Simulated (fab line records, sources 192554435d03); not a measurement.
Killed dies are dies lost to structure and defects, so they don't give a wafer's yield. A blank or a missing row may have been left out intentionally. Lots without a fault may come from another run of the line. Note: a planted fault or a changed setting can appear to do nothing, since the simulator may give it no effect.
Matching of chambers | flow n5 finfet | 3 sister chambers for N5_BEOL_M9_DEP_56 on pecvd-02
The step deposits SiCN from 3MS/NH3, target thk 15 nm, time 26.5 s. 3 wafers are shown with their chamber, then 11 later ones without.

== WAFERS WITH THEIR CHAMBER ==
wafer  | chamber | throttle valve pct (%)
L085.4 | 0       | 9.3
L092.4 | 1       | 9.7
L091.1 | 2       | 8.8

== WAFERS WITHOUT THEIR CHAMBER ==
wafer  | throttle valve pct (%)
L091.2 | 9.0
L091.3 | 9.6
L094.1 | 9.4
L094.5 | 9.6
L094.6 | 9.1
L095.3 | 9.1
L095.5 | 8.6
L095.6 | 8.9
L097.2 | 9.3
L097.3 | 9.5
L097.5 | 9.5

== EACH ONE'S CHAMBER ==
wafer  | from the rows above     | in truth
L091.2 | can't be placed: 2 or 0 | 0
L091.3 | can't be placed: 1 or 0 | 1
L094.1 | can't be placed: 0 or 1 | 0
L094.5 | can't be placed: 1 or 0 | 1
L094.6 | can't be placed: 0 or 2 | 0
L095.3 | can't be placed: 0 or 2 | 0
L095.5 | 2                       | 2
L095.6 | can't be placed: 2 or 0 | 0
L097.2 | 0                       | 0
L097.3 | can't be placed: 0 or 1 | 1
L097.5 | can't be placed: 0 or 1 | 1
2 of 11 placed correctly. Unplaceable from these rows: 9, with the true chamber sitting among the candidates in 9. 0 placed wrongly.
How it was worked out, from the rows above alone: a wafer's distance from a chamber is the root of the sum, over the readings, of the square of ((its reading less the chamber's mean) divided by the reading's scatter). The wafer belongs to the nearest chamber; if the next one is less than 2 further off, it can't be placed. A chamber's mean is the mean of its shown wafers. The scatter: root of mean squared gap, hidden wafer to nearest shown wafer, with one shown wafer a chamber.
